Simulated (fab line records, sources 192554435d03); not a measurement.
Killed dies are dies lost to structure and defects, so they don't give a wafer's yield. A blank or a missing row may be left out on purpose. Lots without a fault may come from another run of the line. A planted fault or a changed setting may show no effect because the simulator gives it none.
Chamber matching | flow n5_finfet | N5_BEOL_M0_SAQP_HM_DEP_111 on pecvd-04: 3 sister chambers
The step deposits SiO2 from SiH4/N2O, target thk 12 nm, time 7.2 s. 3 wafers are shown with their chamber, then 7 later ones without.

WAFERS WITH THEIR CHAMBER
wafer  | chamber | showerhead_plenum_p_Torr (Torr)
L083.5 | 1       | 8.21
L089.4 | 2       | 8.12
L089.5 | 0       | 8.38

WAFERS WITHOUT THEIR CHAMBER
wafer  | showerhead_plenum_p_Torr (Torr)
L089.6 | 8.23
L088.2 | 8.13
L088.5 | 8.40
L088.6 | 8.11
L096.2 | 8.09
L096.4 | 8.39
L096.6 | 8.14

WHICH CHAMBER EACH WENT THROUGH
wafer  | from the rows above | in truth
L089.6 | 1                   | 1
L088.2 | 2                   | 2
L088.5 | 0                   | 0
L088.6 | 2                   | 2
L096.2 | 2                   | 2
L096.4 | 0                   | 0
L096.6 | 2                   | 2
Placed correctly: 7 of 7. Can't be placed from these rows: 0. Placed wrongly: 0.
How it was worked out, from the rows above alone: a wafer's distance from a chamber is the root of the sum, over the readings, of the square of ((its reading less the chamber's mean) divided by the reading's scatter). The wafer belongs to the nearest chamber; if the next one is less than 2 further off, it can't be placed. A chamber's mean is the mean of its shown wafers. The scatter: with one shown wafer a chamber, the root of the mean of the squares of how far each hidden wafer lies from its nearest shown one.
